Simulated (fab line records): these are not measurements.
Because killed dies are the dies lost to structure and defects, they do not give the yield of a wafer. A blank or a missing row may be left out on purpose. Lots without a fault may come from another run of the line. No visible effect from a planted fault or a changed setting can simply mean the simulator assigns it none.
fab line records    flow nand-harc
record: lots: 7  wafers: 21  last-day: 25
route steps=1159 shown A_ZERO_WELL@403 A_SOURCE_PLATE@413
lots with no fault: from the same line, run without faults
start-h: start of the lot's first displayed wafer, in hours after the record's first day    wait-h: time in hours since the lot's previous step    " unchanged from the row above    L1.1+2: one row covering several wafers at once    - no value, or no start was given    * or withheld: withheld    < > ~ a bound
route shown NAME@n: a module of which the file shows steps, and the number in the route of the first    usual: mean/standard deviation of fault-free wafers    same: alike in all rows    chamber/n: place in a boat    sites: each site's reading    _std_site: their standard deviation    _edge_site: outer sites' mean less inner sites'    radius-mm: how far each site lies from the wafer's centre    mask NAME#n: copy n    behind: tool/chamber where the wafer was last shaped    hold: why the lot went on hold/how many hours it stayed there/how the hold came to an end    device: which transistor (n, p or np) failed to switch    end of line: the route-end tests of the same wafers    step lacking rows: just its recipe    killed: dies lost to structure and defects at the first sort, not the wafer's yield    map: per-die view of a wafer (x killed, . not killed, _ where there is no die)
set.NAME: the setting the step ran with; set.NAME@STEP: the setting that earlier step ran with    model.NAME: the simulator's own value behind a step, which no gauge read
a table for each step, a row for each wafer; lots at some steps of the route
services: the hour from which a tool's chamber was out of use, counted from the record's first day as start-h (under 0 if before that day), plus the number of hours and why
== steps ==
step: NHARC_A_ZERO_WELL_DESCUM_12
recipe: time-s: 3  o2-flow-sccm: 200  ar-flow-sccm: 0  bias-power-w: 0  chemistry: O2
usual: drypump-motor-current-A: 5.7/0.52  oes-product-au: 1.000/0.0073  rf-vpp-V: 57.7/0.98  showerhead-plenum-p-Torr: 1.91/0.085  throttle-valve-pct: 11.312/0.0095
lot.wafer  tool         chamber  start-h  wait-h  drypump-motor-current-A  oes-product-au  rf-hours-counter-h  rf-vpp-V  showerhead-plenum-p-Torr  throttle-valve-pct
L104.1     rie-diel-09  1        156.51   -       5.1                      1.006           8                   55.7      1.95                      11.315
L104.3     "            2        "        "       6.5                      1.004           7                   57.3      1.84                      11.316
L104.5     "            0        "        "       5.1                      0.992           -                   58.5      2.03                      11.318
L107.2     rie-diel-09  3        157.26   -       5.4                      0.990           8                   57.1      1.93                      11.315
L107.1     "            0        "        "       5.1                      0.995           7                   57.9      2.03                      11.314
L107.6     "            2        "        "       6.5                      0.996           -                   58.4      1.84                      11.310
L108.2     rie-diel-12  1        162.86   -       5.4                      1.011           11                  57.2      1.84                      11.312
L108.4     "            0        "        "       5.9                      0.997           9                   56.8      1.78                      11.318
L108.6     "            1        "        "       5.4                      1.002           -                   55.6      1.84                      11.303
L109.4     rie-diel-12  1        164.02   -       5.4                      0.992           11                  57.3      1.84                      11.315
L109.6     "            0        "        "       5.9                      0.998           -                   57.6      1.78                      11.327
L109.5     "            1        "        "       5.4                      0.990           -                   56.8      1.84                      11.297
L120.3     rie-diel-12  2        237.26   -       6.4                      0.992           1                   57.4      2.01                      11.322
L120.1     "            0        "        "       5.9                      1.004           2                   56.9      1.78                      11.327
L120.5     "            3        "        "       6.4                      1.008           -                   57.3      1.96                      11.302
L122.1     rie-diel-05  1        253.21   -       5.1                      0.997           5                   57.4      1.80                      11.302
L122.5     "            3        "        "       5.6                      1.004           -                   59.0      2.06                      11.317
L122.6     "            0        "        "       5.8                      0.989           -                   56.9      1.85                      11.312
L125.2     rie-diel-09  1        268.42   -       5.1                      1.006           0                   57.6      1.94                      11.308
L125.1     "            2        "        "       6.5                      0.994           0                   58.6      1.83                      11.318
L125.6     "            2        "        "       6.5                      0.996           -                   56.7      1.83                      11.317
step: NHARC_A_ZERO_WELL_ETCH_19
recipe: target-depth-a: 800  overetch-a: 240  time-s: 87.88  ion-energy-ev: 200  n2-flow-sccm: 150  h2-flow-sccm: 150  ar-flow-sccm: 0  rf-w: 400  bias-w: 150  chemistry: N2/H2
usual: drypump-motor-current-A: 5.7/0.54  n2-flow-sccm: 150.0/0.42  oes-product-au: 0.999/0.007  rf-vpp-V: 430.6/2.6  showerhead-plenum-p-Torr: 2.05/0.089  throttle-valve-pct: 14.171/0.0096
lot.wafer  tool         chamber  start-h  wait-h  drypump-motor-current-A  n2-flow-sccm  oes-product-au  rf-hours-counter-h  rf-vpp-V  showerhead-plenum-p-Torr  throttle-valve-pct
L104.3     rie-diel-09  3        156.60   0.1     5.4                      149.3         1.007           8                   430.6     2.06                      14.168
L104.1     "            0        "        "       5.1                      149.8         1.008           7                   435.2     2.16                      14.163
L104.5     "            1        "        "       5.1                      150.0         1.001           -                   430.8     2.08                      14.165
L107.2     rie-diel-09  0        157.33   0.1     5.1                      150.4         1.001           7                   433.1     2.16                      14.181
L107.1     "            3        "        "       5.4                      150.2         1.006           8                   429.4     2.06                      14.174
L107.6     "            1        "        "       5.1                      150.9         1.010           -                   430.9     2.08                      14.206
L108.2     rie-diel-12  3        162.95   0.1     6.4                      150.5         1.001           10                  432.7     2.09                      14.175
L108.4     "            0        "        "       5.9                      150.6         0.993           9                   425.7     1.90                      14.184
L108.6     "            3        "        "       6.4                      150.3         0.993           -                   431.5     2.09                      14.163
L109.4     rie-diel-12  1        164.12   0.1     5.4                      149.4         0.987           11                  429.8     1.96                      14.184
L109.5     "            2        "        "       6.4                      149.5         0.985           -                   433.1     2.14                      14.168
L109.6     "            3        "        "       6.3                      150.0         0.989           -                   432.6     2.09                      14.165
L120.1     rie-diel-12  2        237.34   0.1     6.4                      150.4         0.989           1                   432.9     2.14                      14.185
L120.3     "            1        "        "       5.4                      150.1         1.012           2                   429.6     1.96                      14.191
L120.5     "            3        "        "       6.4                      149.5         1.001           -                   431.8     2.09                      14.161
L122.1     rie-diel-05  0        253.29   0.1     5.9                      150.3         0.994           5                   429.5     1.97                      14.153
L122.6     "            2        "        "       6.0                      150.1         0.994           -                   430.3     2.05                      14.161
L122.5     "            3        "        "       5.7                      149.4         1.007           -                   434.6     2.20                      14.170
L125.2     rie-diel-09  2        268.51   0.1     6.5                      149.7         0.981           0                   428.1     1.95                      14.173
L125.1     "            1        "        "       5.1                      150.1         0.998           0                   433.0     2.07                      14.179
L125.6     "            1        "        "       5.1                      150.1         1.001           -                   431.4     2.07                      14.161
step: NHARC_A_ZERO_WELL_ETCH_13
recipe: target-depth-a: 1200  time-s: 40.1  hbr-flow-sccm: 150  cl2-flow-sccm: 50  rf-w: 400  icp-w: 400  bias-w: 100  chemistry: HBr/Cl2
usual: drypump-motor-current-A: 5.7/0.55  oes-product-au: 0.998/0.0069  throttle-valve-pct: 26.405/0.0086
lot.wafer  tool       chamber  start-h  wait-h  drypump-motor-current-A  oes-product-au  rf-hours-counter-h  throttle-valve-pct
L104.1     rie-si-02  2        156.71   -       6.4                      0.996           1.0                 26.405
L104.3     "          0        "        "       6.0                      1.000           0.8                 26.395
L104.5     "          1        "        "       5.7                      0.996           -                   26.413
L107.1     rie-si-06  1        157.47   -       4.8                      1.001           1.1                 26.407
L107.2     "          2        "        "       5.5                      0.994           1.1                 26.400
L107.6     "          3        "        "       5.2                      0.993           -                   26.416
L108.2     rie-si-02  3        163.06   -       5.1                      0.999           1.0                 26.394
L108.4     "          0        "        "       6.0                      0.997           0.8                 26.409
L108.6     "          3        "        "       5.1                      1.000           -                   26.411
L109.4     rie-si-04  2        164.27   -       5.8                      0.994           -                   26.401
L109.5     "          3        "        "       6.5                      1.001           -                   26.406
L109.6     "          0        "        "       5.5                      0.994           -                   26.414
L120.3     rie-si-04  3        237.47   -       6.6                      1.000           1.0                 26.405
L120.1     "          0        "        "       5.5                      1.001           0.9                 26.408
L120.5     "          3        "        "       6.5                      1.000           -                   26.405
L122.1     rie-si-04  2        253.41   -       5.8                      0.998           1.1                 26.408
L122.5     "          1        "        "       4.8                      0.993           -                   26.403
L122.6     "          2        "        "       5.8                      0.990           -                   26.395
L125.2     rie-si-04  0        268.67   -       5.5                      0.991           1.0                 26.418
L125.1     "          1        "        "       4.8                      0.998           1.0                 26.396
L125.6     "          2        "        "       5.8                      0.990           -                   26.420
step: NHARC_A_ZERO_WELL_STRIP_14
recipe: time-s: 900  temp-c: 130  chemistry: SPM
step: NHARC_A_ZERO_WELL_IMPLANT_15
recipe: energy-kev: 150  dose-cm2: 1e+13  tilt-deg: 7
step: NHARC_A_ZERO_WELL_PRECLEAN_22
recipe: time-s: 60  temp-c: 50  bath-age-min: 0  chemistry: SC1
step: NHARC_A_ZERO_WELL_SRD_23
step: NHARC_A_ZERO_WELL_RTA_16
recipe: temp-c: 1000  time-s: 10
usual: lamp-power-pct: 27.7/1.6  wafer_temp_C_max: 1003.9/2
lot.wafer  tool           chamber  start-h  wait-h  lamp-power-pct  wafer_temp_C_max
L104.1     rtp-anneal-02  0        157.60   -       26.5            1001.7
L104.3     "              0        "        "       26.6            1001.8
L104.5     "              0        "        "       26.6            1002.4
L107.1     rtp-anneal-02  0        158.35   -       26.6            1002.6
L107.2     "              0        "        "       26.6            1002.1
L107.6     "              0        "        "       26.6            1003.4
L108.2     rtp-anneal-02  0        163.99   -       26.6            1002.5
L108.4     "              0        "        "       26.6            1004.2
L108.6     "              0        "        "       26.6            1003.4
L109.4     rtp-anneal-02  0        165.24   -       26.6            1003.3
L109.5     "              0        "        "       26.6            1003.9
L109.6     "              0        "        "       26.6            1003.0
L120.1     rtp-anneal-02  0        238.37   -       26.6            1002.4
L120.3     "              0        "        "       26.6            1002.4
L120.5     "              0        "        "       26.6            1002.6
L122.1     rtp-anneal-02  0        254.31   -       26.5            1002.9
L122.5     "              0        "        "       26.6            1002.7
L122.6     "              0        "        "       26.6            1002.3
L125.1     rtp-anneal-02  0        269.56   -       26.5            1002.6
L125.2     "              0        "        "       26.6            1003.2
L125.6     "              0        "        "       26.6            1003.0
step: NHARC_A_ZERO_WELL_INSPECT_17
usual: raw-defect-count: 10/5.5
lot.wafer  tool               chamber  start-h  wait-h  raw-defect-count
L104.1     defect-inspect-02  -        157.80   0.2     11
L104.3     "                  -        "        "       9
L104.5     "                  -        "        "       6
L107.1     defect-inspect-01  -        158.55   0.2     2
L107.2     "                  -        "        "       10
L107.6     "                  -        "        "       13
L108.2     defect-inspect-01  -        164.16   0.1     10
L108.4     "                  -        "        "       14
L108.6     "                  -        "        "       13
L109.4     defect-inspect-01  -        165.35   0.1     13
L109.5     "                  -        "        "       7
L109.6     "                  -        "        "       18
L120.1     defect-inspect-01  -        238.57   0.2     3
L120.3     "                  -        "        "       12
L120.5     "                  -        "        "       8
L122.1     defect-inspect-01  -        254.51   0.2     9
L122.5     "                  -        "        "       12
L122.6     "                  -        "        "       5
L125.1     defect-inspect-02  -        269.76   0.2     12
L125.2     "                  -        "        "       9
L125.6     "                  -        "        "       3
step: NHARC_A_SOURCE_PLATE_PRECLEAN_00
recipe: time-s: 60  chemistry: HF-LAST
step: NHARC_A_SOURCE_PLATE_SRD_01
step: NHARC_A_SOURCE_PLATE_OXIDE_02
recipe: target-thk-a: 100  temp-c: 900  ox-time-s: 1362  material: SiO2
usual: spike-tc-upper-C: 900.0/1.1  zone-power-bottom-pct: 31.0/0.36
lot.wafer  tool        chamber  start-h  wait-h  spike-tc-upper-C  zone-power-bottom-pct
L104.1     furnace-01  0        158.69   -       900.2             31.0
L104.3     "           0        "        "       900.6             30.2
L104.5     "           0        "        "       899.9             30.8
L107.1     furnace-01  0        162.34   -       901.0             30.5
L107.2     "           0        "        "       899.4             30.8
L107.6     "           0        "        "       901.0             30.9
L107.1     furnace-01  0        166.55   0.5     901.1             31.4
L107.2     "           0        "        "       901.2             30.5
L107.6     "           0        "        "       901.6             31.1
L108.2     furnace-01  0        170.23   -       902.2             31.4
L108.4     "           0        "        "       899.6             30.5
L108.6     "           0        "        "       899.1             31.1
L108.2     furnace-01  0        179.31   5.4     900.7             31.4
L108.4     "           0        "        "       900.0             30.4
L108.6     "           0        "        "       900.3             30.6
L109.4     furnace-01  -        170.23   -       -                 -
L109.5     "           -        "        "       -                 -
L109.6     "           -        "        "       -                 -
L109.4     furnace-03  0        174.22   0.3     900.1             30.9
L109.5     "           0        "        "       900.2             30.8
L109.6     "           0        "        "       899.5             30.7
L120.1     furnace-03  0        240.17   -       897.8             31.0
L120.3     "           0        "        "       898.0             31.4
L120.5     "           0        "        "       899.2             30.7
L122.1     furnace-01  0        257.88   -       899.6             31.0
L122.5     "           0        "        "       898.7             30.2
L122.6     "           0        "        "       899.9             30.5
L125.1     furnace-01  0        273.12   -       901.4             31.0
L125.2     "           0        "        "       899.4             30.3
L125.6     "           0        "        "       900.9             31.7
step: NHARC_A_SOURCE_PLATE_THK_MEAS_09
recipe: thk-meas-gauge: ellipsometry
usual: thk-nm: 9.9/0.99
lot.wafer  tool           chamber  start-h  wait-h  thk-nm
L104.1     film-metro-02  -        162.70   0.4     10.0
L104.3     "              -        "        "       9.4
L104.5     "              -        "        "       11.2
L107.1     film-metro-02  -        170.92   0.7     14.1
L107.2     "              -        "        "       14.6
L107.6     "              -        "        "       15.3
L109.4     film-metro-01  -        178.66   0.7     15.8
L109.5     "              -        "        "       15.5
L109.6     "              -        "        "       16.1
L108.2     film-metro-02  -        183.75   0.7     15.7
L108.4     "              -        "        "       14.7
L108.6     "              -        "        "       14.6
L120.1     film-metro-02  -        244.22   0.4     11.0
L120.3     "              -        "        "       10.1
L120.5     "              -        "        "       9.5
L122.1     film-metro-02  -        261.92   0.4     11.6
L122.5     "              -        "        "       10.8
L122.6     "              -        "        "       9.4
L125.1     film-metro-02  -        277.12   0.4     8.0
L125.2     "              -        "        "       10.4
L125.6     "              -        "        "       11.3
step: NHARC_A_SOURCE_PLATE_PVD_04
recipe: target-thk-a: 500  material: WSi2
== services ==
tool         chamber  start-h  hours  kind
rie-diel-09  0        135.10   -      clean
rie-si-02    0        145.72   2.0    repair
rie-diel-09  0        148.17   5.7    repair
rie-diel-05  -        151.26   0.7    repair
rie-diel-12  -        156.34   1.7    repair
rie-si-04    1        159.37   5.1    repair
rie-diel-05  -        163.60   9.0    pm
rie-si-02    3        177.34   2.3    repair
rie-diel-12  2        178.02   6.2    repair
rie-si-06    -        183.00   9.0    pm
rie-diel-05  -        188.75   0.4    repair
rie-diel-12  -        202.40   9.0    pm
rie-si-02    -        211.07   9.0    pm
rie-diel-09  -        248.29   1.1    repair
rie-diel-09  0        251.52   14.6   repair
rie-si-02    0        253.58   2.3    repair
rie-diel-09  -        254.10   9.0    pm
furnace-03   -        255.49   1.0    repair
rie-diel-05  1        261.79   72.8   repair
rie-si-02    2        262.94   2.3    repair
rie-diel-09  0        268.06   16.5   repair
rie-diel-12  2        269.18   3.9    repair
rie-diel-12  1        270.44   6.8    repair
rie-si-06    2        272.05   4.9    repair
== key ==
first-sign: step: NHARC_A_SOURCE_PLATE_OXIDE_02  reading: visit  direction: added
effect: step: NHARC_A_SOURCE_PLATE_THK_MEAS_09  reading: thk-nm  direction: up  sigmas: 5.3  usual: 9.9  struck: 15.2
met-at NHARC_A_SOURCE_PLATE_OXIDE_02
struck-wafers L107.1,L107.2,L107.6,L108.2,L108.4,L108.6,L109.4,L109.5,L109.6
tester-left-out L107,L108,L109
fault: kind: repeated-step-whole  tool: furnace-01,furnace-03  chamber: -  onset-h: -  steps: NHARC_A_SOURCE_PLATE_OXIDE_02  times: 1  scope: struck-lots-only
tester-left-out: of these lots the tester's yield and bins aren't shown, on N5 and GAA mostly nor the transistor test; their killed dies are dies lost to structure and defects alone, not to doping, threshold or leakage, so they don't give the yield
